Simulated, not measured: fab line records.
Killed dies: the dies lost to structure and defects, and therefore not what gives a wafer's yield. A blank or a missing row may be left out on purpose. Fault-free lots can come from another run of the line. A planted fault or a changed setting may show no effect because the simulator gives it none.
fab line records	flow n5-finfet
record lots=9	wafers=27	last-day=20
route steps=1938 shown FIN_CUT@167 STI_FIN_REVEAL@184 BEOL_M4@1111 PASSIVATION@1936
lots untouched by any fault: they come from a run of this same line in which no faults occurred
start-h: the number of hours between the record's first day and the start of the first shown wafer of the lot	wait-h: time in hours since the lot's previous step	" the same as in the row above	L1.1+2: a row that stands for several wafers	- no value, or no start was given	* or withheld: withheld	< > ~ a bound
route shown NAME@n: a module of which the file shows steps, and the number in the route of the first	usual: mean/standard deviation of fault-free wafers	same: alike in all rows	chamber/n: place in a boat	sites: each site's reading	_std_site: standard deviation of those values	_edge_site: the outer-site mean with the inner-site mean subtracted	radius-mm: for every site, how far away it sits from the centre of the wafer	mask NAME#n: copy n	behind: the last tool/chamber to shape the wafer	hold: why the lot went on hold/how many hours it stayed there/how the hold came to an end	device: transistor that didn't switch, given as n, p or np	end of line: the same wafers' tests at the end of the route	a step given without rows: its recipe and nothing more	killed: the dies lost at the first sort to structure and to defects; this is not the yield of the wafer	map: a wafer's dies, marking killed ones x, the rest . and places with no die _
set.NAME: the run value of the setting; set.NAME@STEP: its run value at that earlier step	model.NAME: the simulator's own value behind a step, which no gauge read
route steps across a sampled set of lots; one table per step, one row per wafer
services: when a tool's chamber went out of use (start-h, in hours from the record's first day, below 0 if earlier), for how many hours, and the reason
## steps
# step N5_FIN_CUT_ETCH_30
# recipe chemistry=N2/H2	target=underlayer	target-depth-a=130	mask-material=CAR-EUV	time-s=10.4	ion-energy-ev=200	pressure-mtorr=30	source-w=840	bias-w=150	n2-flow-sccm=200	h2-flow-sccm=200	ends=cleared
# usual drypump-motor-current-A=5.7/0.45	etch-rf-on-time-s=10.40/0.18	oes-product-au=0.66/0.077	rf-vpp-V=523.8/2.4	showerhead-plenum-p-Torr=2.54/0.08	throttle-valve-pct=17.91/0.24
lot.wafer	tool	chamber	start-h	wait-h	drypump-motor-current-A	etch-rf-on-time-s	oes-product-au	rf-hours-counter-h	rf-vpp-V	showerhead-plenum-p-Torr	throttle-valve-pct
L133.2	rie-diel-06	3	45.26	0.0	5.5	10.32	0.62	167	525.4	2.55	18.07
L133.5	"	3	"	"	5.5	10.44	0.61	-	522.5	2.54	18.04
L133.6	"	2	"	"	6.4	10.16	0.66	-	520.6	2.44	17.56
L134.1	rie-diel-06	0	52.00	0.0	5.2	10.48	0.58	231	521.5	2.50	17.92
L134.4	"	2	"	"	6.4	10.26	0.67	132	521.9	2.44	17.59
L134.6	"	1	"	"	5.6	10.48	0.62	-	528.8	2.64	18.21
L136.1	rie-diel-03	2	65.24	0.0	5.3	10.60	0.63	201	520.3	2.41	18.01
L136.3	"	0	"	"	4.8	10.55	0.78	4	522.2	2.50	17.48
L136.5	"	3	"	"	5.5	10.69	0.58	-	521.8	2.41	18.01
L145.2	rie-diel-02	3	117.85	0.0	5.8	10.30	0.70	72	519.6	2.48	18.11
L145.3	"	2	"	"	6.0	10.38	0.65	145	527.8	2.64	17.82
L145.5	"	1	"	"	6.3	10.40	0.81	-	525.8	2.60	17.61
L146.2	rie-diel-06	1	124.40	0.0	5.6	10.40	0.61	196	527.3	2.63	18.24
L146.3	"	2	"	"	6.4	10.15	0.66	151	522.4	2.43	17.61
L146.6	"	2	"	"	6.4	10.27	0.66	-	523.1	2.43	17.60
L147.1	rie-diel-02	1	128.63	0.0	6.4	10.44	0.80	10	524.9	2.60	17.63
L147.3	"	3	"	"	5.8	10.27	0.69	76	520.5	2.48	18.13
L147.6	"	0	"	"	5.6	10.29	0.83	-	522.7	2.49	17.60
L151.4	rie-diel-02	2	154.28	0.0	6.0	10.39	0.64	155	526.1	2.64	17.83
L151.5	"	0	"	"	5.6	10.27	0.82	-	522.7	2.49	17.62
L151.6	"	1	"	"	6.3	10.51	0.77	-	524.8	2.59	17.64
L152.2	rie-diel-03	2	161.11	0.0	5.3	10.65	0.60	232	518.8	2.40	18.06
L152.3	"	3	"	"	5.5	10.57	0.79	9	529.7	2.72	17.60
L152.6	"	0	"	"	4.8	10.59	0.72	-	522.8	2.49	17.54
L153.1	rie-diel-06	0	165.01	0.0	5.2	10.26	0.83	6	522.7	2.49	17.57
L153.2	"	3	"	"	5.5	10.31	0.60	199	523.3	2.53	18.12
L153.5	"	0	"	"	5.2	10.27	0.83	-	521.4	2.49	17.56
# step N5_STI_FIN_REVEAL_ALD_14
# recipe material=Si3N4	target-thk-a=30	temp-c=400	ald-precursor-family=SiH2I2	ald-co-reactant=N2/H2-plasma	pressure-torr=2
# usual chamber-pressure-Torr=2.001/0.0039	heater-power-outer-w=502/53	heater-power-w=812/80
lot.wafer	tool	chamber	start-h	wait-h	chamber-pressure-Torr	heater-power-outer-w	heater-power-w
L133.2	ald-sin-03	0	46.22	0.0	2.003	437	705
L133.5	"	3	"	"	2.001	481	786
L133.6	"	0	"	"	2.003	444	711
L134.1	ald-sin-03	0	52.97	0.0	2.003	443	705
L134.4	"	1	"	"	2.003	484	839
L134.6	"	2	"	"	1.996	480	789
L136.1	ald-sin-01	1	66.27	0.0	2.003	565	867
L136.3	"	2	"	"	2.002	472	737
L136.5	"	0	"	"	1.996	463	741
L145.2	ald-sin-03	3	120.01	0.0	-	-	-
L145.3	"	0	"	"	-	-	-
L145.5	"	1	"	"	-	-	-
L146.2	ald-sin-01	1	125.41	0.0	-	-	-
L146.3	"	2	"	"	-	-	-
L146.6	"	0	"	"	-	-	-
L147.1	ald-sin-04	3	129.62	0.0	-	-	-
L147.3	"	2	"	"	-	-	-
L147.6	"	1	"	"	-	-	-
L151.4	ald-sin-04	2	155.90	0.0	2.000	648	1016
L151.5	"	3	"	"	1.998	494	810
L151.6	"	2	"	"	2.005	646	1027
L152.2	ald-sin-03	0	162.22	0.0	1.992	443	718
L152.3	"	1	"	"	2.001	483	840
L152.6	"	1	"	"	2.004	492	844
L153.1	ald-sin-01	2	165.97	0.0	2.006	473	742
L153.2	"	0	"	"	1.999	483	772
L153.5	"	2	"	"	2.001	479	731
# step N5_STI_FIN_REVEAL_DENSIFY_30
# recipe temp-c=*	time-s=*	ambient=N2	idle-temp-c=600	ramp-up-c-per-s=150	ramp-down-c-per-s=60	cool-to-c=600
# usual lamp-power-pct=11.54/0.053	wafer_temp_C_max=*
# same time-s=*
lot.wafer	tool	chamber	start-h	wait-h	lamp-power-pct	wafer_temp_C_max
L133.2	rtp-anneal-01	0	52.23	0.1	11.52	*
L133.5	"	0	"	"	11.53	*
L133.6	"	0	"	"	11.51	*
L134.1	rtp-anneal-02	0	58.34	0.0	11.54	*
L134.4	"	0	"	"	11.65	*
L134.6	"	0	"	"	11.52	*
L136.1	rtp-anneal-01	0	71.89	0.3	11.59	*
L136.3	"	0	"	"	11.41	*
L136.5	"	0	"	"	11.56	*
L145.2	rtp-anneal-02	0	125.59	0.1	11.54	*
L145.3	"	0	"	"	11.46	*
L145.5	"	0	"	"	11.53	*
L146.2	rtp-anneal-02	0	130.84	0.1	11.64	*
L146.3	"	0	"	"	11.48	*
L146.6	"	0	"	"	11.46	*
L147.1	rtp-anneal-01	0	135.00	0.0	11.61	*
L147.3	"	0	"	"	11.57	*
L147.6	"	0	"	"	11.46	*
L151.4	rtp-anneal-02	0	161.50	0.3	11.58	*
L151.5	"	0	"	"	11.63	*
L151.6	"	0	"	"	11.54	*
L152.2	rtp-anneal-02	0	167.65	0.1	11.49	*
L152.3	"	0	"	"	11.55	*
L152.6	"	0	"	"	11.52	*
L153.1	rtp-anneal-01	0	171.33	0.0	11.49	*
L153.2	"	0	"	"	11.52	*
L153.5	"	0	"	"	11.61	*
# step N5_STI_FIN_REVEAL_ETCHBACK_08
# recipe chemistry=C4F6/O2	target=SiO2	target-depth-a=305	time-s=10.167	ion-energy-ev=250	pressure-mtorr=30	source-w=345	bias-w=185	Ar_flow_sccm=300	C4F6_flow_sccm=10	O2_flow_sccm=10
# usual C4F6_flow_sccm=10.002/0.03	drypump-motor-current-A=5.8/0.49	oes_f_703_au=0.77/0.072	oes_o_777_au=0.77/0.072	oes-product-au=0.77/0.075	rf-vpp-V=667/7.1	showerhead-plenum-p-Torr=2.88/0.067	throttle-valve-pct=21.28/0.15
# same time-s=10.167
lot.wafer	tool	chamber	start-h	wait-h	C4F6_flow_sccm	drypump-motor-current-A	oes_f_703_au	oes_o_777_au	oes-product-au	rf-hours-counter-h	rf-vpp-V	showerhead-plenum-p-Torr	throttle-valve-pct
L133.2	rie-diel-01	3	52.50	0.2	10.049	5.1	0.84	0.83	0.82	80	656	2.88	21.38
L133.5	"	1	"	"	10.015	5.6	0.80	0.81	0.81	-	662	2.86	21.29
L133.6	"	0	"	"	10.011	6.5	0.94	0.94	0.97	-	673	2.81	21.07
L134.1	rie-diel-01	3	58.55	0.2	10.015	5.2	0.84	0.82	0.82	82	658	2.87	21.39
L134.4	"	0	"	"	9.950	6.5	0.93	0.93	0.96	9	673	2.81	21.08
L134.6	"	2	"	"	9.991	5.0	0.72	0.70	0.72	-	682	2.94	21.09
L136.1	rie-diel-05	2	72.16	0.2	9.963	6.1	0.76	0.77	0.75	168	667	2.95	21.41
L136.3	"	0	"	"	9.995	5.7	0.85	0.85	0.87	38	673	3.02	21.24
L136.5	"	1	"	"	10.026	6.6	0.80	0.80	0.81	-	660	2.87	21.00
L145.2	rie-diel-04	0	125.78	0.2	9.978	6.2	0.67	0.68	0.68	236	675	2.92	21.27
L145.3	"	1	"	"	9.990	6.2	0.68	0.68	0.68	237	668	2.81	21.31
L145.5	"	2	"	"	9.985	5.6	0.73	0.72	0.72	-	663	2.85	21.48
L146.2	rie-diel-05	1	131.02	0.2	10.012	6.6	0.78	0.79	0.79	129	658	2.86	21.00
L146.3	"	0	"	"	9.978	5.7	0.82	0.82	0.84	60	671	3.01	21.28
L146.6	"	0	"	"	9.994	5.7	0.82	0.82	0.83	-	672	3.01	21.26
L147.1	rie-diel-01	0	135.26	0.2	10.076	6.5	0.87	0.87	0.89	36	671	2.80	21.12
L147.3	"	2	"	"	10.034	5.0	0.69	0.69	0.69	227	681	2.93	21.11
L147.6	"	0	"	"	10.059	6.5	0.86	0.88	0.89	-	670	2.80	21.10
L151.4	rie-diel-05	1	161.62	0.1	10.027	6.6	0.78	0.78	0.78	136	659	2.86	21.02
L151.5	"	2	"	"	10.026	6.1	0.75	0.75	0.73	-	667	2.94	21.45
L151.6	"	3	"	"	10.052	6.0	0.83	0.83	0.83	-	662	2.77	21.38
L152.2	rie-diel-05	1	167.83	0.2	9.954	6.7	0.78	0.78	0.78	137	660	2.85	21.02
L152.3	"	2	"	"	9.957	6.0	0.75	0.75	0.73	190	666	2.94	21.45
L152.6	"	3	"	"	9.979	6.0	0.82	0.83	0.82	-	663	2.77	21.36
L153.1	rie-diel-01	2	171.63	0.3	9.961	5.0	0.68	0.68	0.70	241	682	2.92	21.14
L153.2	"	1	"	"	9.998	5.6	0.76	0.77	0.77	166	663	2.84	21.35
L153.5	"	1	"	"	9.992	5.7	0.76	0.76	0.77	-	660	2.84	21.36
# step N5_BEOL_M4_RC_MEAS_101
# usual DIBL_N=36.6/1.3	DIBL_P=36.4/1.4	IOFF_N=0.167/0.023	IOFF_P=0.219/0.029	ION_N=678/8.7	ION_P=464/6.4	SS_N=71.5/0.53	SS_P=73.4/0.57	VT_N=248.5/2.8	VT_P=-249/3.1
lot.wafer	tool	chamber	start-h	wait-h	DIBL_N[mV/V]	DIBL_P[mV/V]	IOFF_N[nA/um]	IOFF_P[nA/um]	ION_N[uA/um]	ION_P[uA/um]	SS_N[mV/dec]	SS_P[mV/dec]	VT_N[mV]	VT_P[mV]
L133.2	prober-02	0	193.25	0.2	35.6	34.5	0.152	0.219	676	470	71.3	73.5	247.8	-246
L133.5	"	0	"	"	37.3	36.0	0.181	0.244	685	472	71.9	73.3	246.9	-247
L133.6	"	0	"	"	36.9	36.0	0.180	0.244	679	468	71.7	73.9	249.0	-245
L134.1	prober-02	0	202.92	0.0	37.2	36.1	0.166	0.233	688	471	71.8	73.2	247.2	-245
L134.4	"	0	"	"	37.2	35.8	0.158	0.233	691	470	71.2	73.9	246.0	-245
L134.6	"	0	"	"	39.4	38.8	0.219	0.279	702	477	71.9	74.0	242.7	-246
L136.1	prober-02	0	226.52	0.0	39.2	38.2	0.191	0.240	684	465	72.3	73.7	248.0	-246
L136.3	"	0	"	"	37.6	36.8	0.175	0.219	681	464	72.0	72.9	247.0	-248
L136.5	"	0	"	"	38.4	37.3	0.176	0.224	684	466	72.6	73.1	248.2	-246
L145.2	prober-02	0	296.83	0.2	37.3	36.1	0.187	0.241	675	464	72.4	73.5	248.6	-245
L145.3	"	0	"	"	38.8	38.8	0.219	0.290	681	468	72.3	75.0	245.4	-244
L145.5	"	0	"	"	37.2	35.9	0.182	0.238	669	459	72.7	73.2	246.7	-246
L146.2	prober-01	0	317.16	0.2	36.7	35.2	0.151	0.167	675	448	72.3	73.0	250.5	-255
L146.3	"	0	"	"	36.8	37.2	0.157	0.193	674	460	71.7	73.3	248.2	-254
L146.6	"	0	"	"	35.3	35.2	0.133	0.169	665	453	71.6	72.5	251.8	-252
L147.1	prober-02	0	334.87	0.0	35.9	35.8	0.145	0.185	671	463	70.8	72.9	248.9	-254
L147.3	"	0	"	"	37.9	39.4	0.187	0.237	676	460	71.9	74.0	245.3	-249
L147.6	"	0	"	"	36.3	36.2	0.144	0.190	673	460	71.6	73.7	253.4	-252
L153.1	prober-02	0	351.41	0.0	36.2	37.2	0.160	0.197	679	461	71.8	72.2	248.6	-252
L153.2	"	0	"	"	36.1	36.6	0.153	0.182	676	457	71.3	72.6	251.2	-250
L153.5	"	0	"	"	35.8	36.3	0.151	0.179	679	460	70.9	72.6	250.6	-252
L151.4	prober-01	0	351.61	0.5	37.1	39.1	0.171	0.247	674	463	72.1	73.3	249.8	-248
L151.5	"	0	"	"	37.7	38.4	0.176	0.233	675	465	72.4	73.7	250.0	-248
L151.6	"	0	"	"	36.9	38.3	0.168	0.222	678	466	71.7	73.8	252.3	-251
L152.2	prober-01	0	358.47	0.2	38.3	39.0	0.231	0.281	704	477	71.8	74.7	242.5	-245
L152.3	"	0	"	"	37.2	36.4	0.193	0.235	689	468	71.3	74.4	245.3	-249
L152.6	"	0	"	"	37.2	36.5	0.188	0.234	690	468	71.6	73.3	245.2	-250
# step N5_PASSIVATION_PROBE_49
# usual defect-limited-yield=91.6/1.6	killed_at_M0_to_M3=32/9.7	killed_at_M4_up=13/4.4	killed-at-contacts=12/6.5	killed-at-front-end=38/12	killed-at-other=3.7/3	killed-dies=99/18	killed-on-rim=13/3.9	killed-open=66/14	killed-short=32/7.5	sort_bin_5_function=4.9/1	sort_bin_6_memory=3.2/0.73	sort-n-pass=1081/18	sort-yield-pct=91.6/1.6
# same gross-dies=1180	killed-at-back-side=0	sort_bin_4_leakage[%]=0	sort_bin_8_speed[%]=0
lot.wafer	tool	chamber	start-h	wait-h	defect-limited-yield[%]	killed_at_M0_to_M3	killed_at_M4_up	killed-at-contacts	killed-at-front-end	killed-at-other	killed-dies	killed-on-rim	killed-open	killed-short	sort_bin_5_function[%]	sort_bin_6_memory[%]	sort-n-pass	sort-yield-pct[%]
L133.2	prober-02	-	299.79	0.1	92.4	26	10	19	31	4	90	15	58	32	4.8	2.6	1090	92.4
L133.5	prober-02	-	299.94	0.2	91.9	26	9	24	30	6	95	11	66	29	4.7	3.0	1085	91.9
L133.6	prober-02	-	299.99	0.3	91.4	26	7	12	52	4	101	10	64	35	4.7	3.6	1079	91.4
L134.1	prober-02	-	319.25	0.0	91.9	34	8	12	41	1	96	14	66	30	4.8	3.2	1084	91.9
L134.4	prober-02	-	319.40	0.2	89.1	40	13	15	60	1	129	10	82	47	6.9	3.8	1051	89.1
L134.6	prober-02	-	319.50	0.3	92.4	17	10	14	47	2	90	15	59	31	5.3	2.2	1090	92.4
L136.1	prober-01	-	325.92	0.0	91.5	29	11	11	45	4	100	10	51	49	4.9	3.5	1080	91.5
L136.3	prober-01	-	326.02	0.1	93.3	19	15	23	20	2	79	12	56	23	3.7	2.7	1101	93.3
L136.5	prober-01	-	326.12	0.2	91.6	37	12	18	28	4	99	11	64	34	4.6	3.6	1081	91.6
L145.2	prober-01	-	403.24	0.1	49.2	54	11	15	519	0	599	42	84	45	46.0	4.4	581	49.2
L145.3	prober-01	-	403.29	0.1	52.2	26	9	10	519	0	564	128	58	25	44.8	2.7	616	52.2
L145.5	prober-01	-	403.39	0.2	50.3	33	11	19	522	1	586	132	66	32	45.9	3.6	594	50.3
L146.2	prober-01	-	419.34	0.1	49.4	42	10	10	524	11	597	129	74	43	46.3	4.1	583	49.4
L146.3	prober-01	-	419.39	0.1	52.4	30	11	3	516	2	562	128	51	36	44.6	2.5	618	52.4
L146.6	prober-01	-	419.54	0.3	53.0	40	12	8	493	2	555	120	70	29	44.2	2.7	625	53.0
L147.1	prober-01	-	448.15	0.0	50.0	47	12	15	515	1	590	64	72	42	46.0	3.7	590	50.0
L147.3	prober-01	-	448.25	0.1	51.0	25	12	4	537	0	578	141	52	23	46.1	2.7	602	51.0
L147.6	prober-01	-	448.40	0.3	48.6	42	25	14	523	2	606	73	85	36	47.1	3.8	574	48.6
L153.1	prober-02	-	454.09	0.0	91.0	34	11	14	45	2	106	14	62	40	4.9	3.4	1074	91.0
L153.2	prober-02	-	454.14	0.1	88.6	40	24	16	53	2	135	20	85	47	6.7	4.7	1045	88.6
L153.5	prober-02	-	454.29	0.2	91.7	35	19	12	29	3	98	14	75	23	5.3	2.8	1082	91.7
# killed by level:class
L133.2 FIN_SAQP:geometric-particle:open=11 MOL_CONTACT_COAG:geometric-particle:open=11 MOL_CONTACT_COAG:geometric-particle:short=8 BEOL_M0:geometric-particle:open=5 BEOL_M3:geometric-particle:open=5 STI_FIN_REVEAL:geometric-particle:open=4 GATE_CUT:geometric-particle:open=4 GATE_CUT:geometric-particle:short=4
L133.5 MOL_CONTACT_COAG:geometric-particle:open=15 DUMMY_GATE:geometric-particle:open=9 MOL_CONTACT_COAG:geometric-particle:short=9 BEOL_M0_SAQP:geometric-particle:open=6 BEOL_M2:geometric-particle:open=5 BEOL_M3:geometric-particle:open=5 FIN_SAQP:geometric-particle:open=4 BEOL_M0_SAQP:geometric-particle:short=4
L133.6 STI_FIN_REVEAL:geometric-particle:open=16 MOL_CONTACT_COAG:geometric-particle:open=12 GATE_CUT:geometric-particle:short=9 BEOL_M2:geometric-particle:short=7 BEOL_M3:geometric-particle:open=7 DUMMY_GATE:geometric-particle:open=5 BEOL_M0:geometric-particle:open=5 STI_FIN_REVEAL:geometric-particle:short=4
L134.1 BEOL_M1:geometric-particle:open=11 BEOL_M3:geometric-particle:open=11 DUMMY_GATE:geometric-particle:open=8 MOL_CONTACT_COAG:geometric-particle:open=8 FIN_SAQP:geometric-particle:open=5 FIN_SAQP:geometric-particle:short=5 ILD0:geometric-particle:short=5 GATE_CUT:geometric-particle:short=5
L134.4 DUMMY_GATE:geometric-particle:open=14 BEOL_M2:geometric-particle:open=13 MOL_CONTACT_COAG:geometric-particle:open=11 BEOL_M1:geometric-particle:open=11 GATE_CUT:geometric-particle:short=10 FIN_SAQP:geometric-particle:short=8 STI_FIN_REVEAL:geometric-particle:open=6 FIN_SAQP:geometric-particle:open=5
L134.6 STI_FIN_REVEAL:geometric-particle:open=10 MOL_CONTACT_COAG:geometric-particle:open=10 DUMMY_GATE:geometric-particle:open=6 GATE_CUT:geometric-particle:short=6 GATE_CUT:geometric-particle:open=5 STARTING-WAFER:geometric-particle:short=4 MOL_CONTACT_COAG:geometric-particle:short=4 BEOL_M0_SAQP:geometric-particle:short=4
L136.1 FIN_SAQP:geometric-particle:short=14 FIN_SAQP:geometric-particle:open=9 STI_FIN_REVEAL:geometric-particle:open=7 BEOL_M0_SAQP:geometric-particle:short=7 MOL_CONTACT_COAG:geometric-particle:open=6 BEOL_M1:geometric-particle:open=6 BEOL_M3:geometric-particle:open=6 GATE_CUT:geometric-particle:open=5
L136.3 MOL_CONTACT_COAG:geometric-particle:open=15 MOL_CONTACT_COAG:geometric-particle:short=8 BEOL_M2:geometric-particle:open=7 FIN_SAQP:geometric-particle:open=5 BEOL_M4:geometric-particle:open=5 BEOL_M0_SAQP:geometric-particle:short=4 BEOL_M0_SAQP:geometric-particle:open=4 STI_FIN_REVEAL:geometric-particle:open=3
L136.5 MOL_CONTACT_COAG:geometric-particle:open=12 BEOL_M0_SAQP:geometric-particle:short=9 BEOL_M1:geometric-particle:open=7 BEOL_M2:geometric-particle:open=7 MOL_CONTACT_COAG:geometric-particle:short=6 STARTING-WAFER:geometric-particle:open=5 FIN_SAQP:geometric-particle:open=4 FIN_SAQP:geometric-particle:short=4
L145.2 STI_FIN_REVEAL:area-ald=468 BEOL_M0_SAQP:geometric-particle:open=16 STI_FIN_REVEAL:geometric-particle:open=15 BEOL_M0_SAQP:geometric-particle:short=14 FIN_SAQP:geometric-particle:short=13 MOL_CONTACT_COAG:geometric-particle:open=12 FIN_SAQP:geometric-particle:open=8 BEOL_M3:geometric-particle:open=6
L145.3 STI_FIN_REVEAL:area-ald=480 FIN_SAQP:geometric-particle:open=17 MOL_CONTACT_COAG:geometric-particle:open=9 BEOL_M0_SAQP:geometric-particle:short=9 FIN_SAQP:geometric-particle:short=8 BEOL_M0_SAQP:geometric-particle:open=6 BEOL_M3:geometric-particle:open=5 STI_FIN_REVEAL:geometric-particle:open=4
L145.5 STI_FIN_REVEAL:area-ald=487 MOL_CONTACT_COAG:geometric-particle:open=18 BEOL_M3:geometric-particle:open=12 FIN_SAQP:geometric-particle:open=8 BEOL_M0_SAQP:geometric-particle:short=7 FIN_SAQP:geometric-particle:short=6 BEOL_M0_SAQP:geometric-particle:open=6 DUMMY_GATE:geometric-particle:open=4
L146.2 STI_FIN_REVEAL:area-ald=479 FIN_SAQP:geometric-particle:short=14 BEOL_M3:geometric-particle:open=12 FIN_SAQP:geometric-particle:open=9 MOL_CONTACT_COAG:geometric-particle:open=8 BEOL_M0_SAQP:geometric-particle:open=8 BEOL_M1:geometric-particle:open=7 PASS1_DEP:geometric-particle:short=6
L146.3 STI_FIN_REVEAL:area-ald=471 FIN_SAQP:geometric-particle:open=9 FIN_SAQP:geometric-particle:short=7 BEOL_M0_SAQP:geometric-particle:short=7 STI_FIN_REVEAL:geometric-particle:open=6 GATE_CUT:geometric-particle:short=6 BEOL_M3:geometric-particle:open=5 STARTING-WAFER:geometric-particle:short=5
L146.6 STI_FIN_REVEAL:area-ald=456 FIN_SAQP:geometric-particle:short=9 STI_FIN_REVEAL:geometric-particle:open=9 BEOL_M3:geometric-particle:open=9 FIN_SAQP:geometric-particle:open=8 MOL_CONTACT_COAG:geometric-particle:open=8 BEOL_M2:geometric-particle:open=8 BEOL_M0_SAQP:geometric-particle:open=7
L147.1 STI_FIN_REVEAL:area-ald=475 BEOL_M0_SAQP:geometric-particle:open=16 BEOL_M0_SAQP:geometric-particle:short=13 MOL_CONTACT_COAG:geometric-particle:open=11 FIN_SAQP:geometric-particle:open=7 STI_FIN_REVEAL:geometric-particle:open=7 DUMMY_GATE:geometric-particle:open=6 GATE_CUT:geometric-particle:short=5
L147.3 STI_FIN_REVEAL:area-ald=503 STI_FIN_REVEAL:geometric-particle:open=9 DUMMY_GATE:geometric-particle:open=6 BEOL_M0_SAQP:geometric-particle:short=6 BEOL_M0_SAQP:geometric-particle:open=5 BEOL_M1:geometric-particle:open=5 FIN_SAQP:geometric-particle:open=4 FIN_SAQP:geometric-particle:short=4
L147.6 STI_FIN_REVEAL:area-ald=485 MOL_CONTACT_COAG:geometric-particle:open=12 BEOL_M0_SAQP:geometric-particle:short=11 BEOL_M0_SAQP:geometric-particle:open=11 FIN_SAQP:geometric-particle:open=10 BEOL_M1:geometric-particle:open=9 FIN_SAQP:geometric-particle:short=8 BEOL_M4:geometric-particle:open=7
L153.1 MOL_CONTACT_COAG:geometric-particle:open=12 BEOL_M0_SAQP:geometric-particle:short=11 BEOL_M0_SAQP:geometric-particle:open=10 FIN_SAQP:geometric-particle:open=7 GATE_CUT:geometric-particle:short=6 STI_FIN_REVEAL:geometric-particle:open=5 DUMMY_GATE:geometric-particle:open=5 BEOL_M2:geometric-particle:open=5
L153.2 STI_FIN_REVEAL:geometric-particle:open=16 MOL_CONTACT_COAG:geometric-particle:open=14 BEOL_M4:geometric-particle:open=12 BEOL_M0_SAQP:geometric-particle:short=10 BEOL_M0_SAQP:geometric-particle:open=9 BEOL_M3:geometric-particle:open=9 GATE_CUT:geometric-particle:short=7 STI_FIN_REVEAL:geometric-particle:short=6
L153.5 BEOL_M0_SAQP:geometric-particle:open=13 MOL_CONTACT_COAG:geometric-particle:open=11 STI_FIN_REVEAL:geometric-particle:open=8 BEOL_M0_SAQP:geometric-particle:short=8 BEOL_M4:geometric-particle:open=8 FIN_SAQP:geometric-particle:open=6 BEOL_M2:geometric-particle:open=4 BEOL_M3:geometric-particle:open=4
## services
tool	chamber	start-h	hours	kind
rie-diel-06	-	23.74	1.3	repair
rie-diel-06	0	28.99	6.7	repair
ald-sin-03	-	29.30	6.0	pm
rie-diel-01	-	31.91	2.8	pm
ald-sin-01	0	39.96	2.2	repair
ald-sin-01	3	42.94	1.6	repair
ald-sin-01	0	56.88	8.5	repair
rie-diel-04	1	61.26	8.9	repair
rie-diel-02	1	86.29	-	clean
rie-diel-02	1	86.29	-	consumable-replace:focus-ring
rie-diel-02	1	86.29	15.5	scheduled-down
rie-diel-02	1	86.29	15.5	vent-cycle
rie-diel-03	1	92.93	14.9	repair
rie-diel-02	0	102.04	-	clean
rie-diel-04	-	119.54	2.3	repair
rie-diel-06	0	120.08	-	clean
rie-diel-06	0	120.08	-	consumable-replace:focus-ring
rie-diel-06	0	120.08	16.2	scheduled-down
rie-diel-06	0	120.08	16.2	vent-cycle
rie-diel-06	2	125.76	11.1	repair
rie-diel-05	-	132.88	14.6	pm
rie-diel-03	1	145.19	1.6	repair
rie-diel-06	-	158.33	2.8	pm
rie-diel-06	2	163.27	9.2	repair
## key
first-sign step=N5_STI_FIN_REVEAL_ALD_14	reading=tool-record	direction=missing
effect step=N5_PASSIVATION_PROBE_49	reading=sort_bin_5_function	direction=up	sigmas=40	usual=4.9	struck=45.7
more-kills-born-at N5_STI_FIN_REVEAL_ALD_14@ald-sin-04=1462	N5_STI_FIN_REVEAL_ALD_14@ald-sin-03=1435	N5_STI_FIN_REVEAL_ALD_14@ald-sin-01=1399
met-at N5_STI_FIN_REVEAL_ALD_14
struck-lots L145,L146,L147
not-acting-at N5_FIN_CUT_ETCH_30,N5_STI_FIN_REVEAL_DENSIFY_30,N5_STI_FIN_REVEAL_ETCHBACK_08
onset-between 66.27 120.01
fault kind=skipped-step-whole	tool=ald-sin-01,ald-sin-03,ald-sin-04	chamber=-	onset-h=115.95	steps=N5_STI_FIN_REVEAL_ALD_14	scope=struck-lots-only
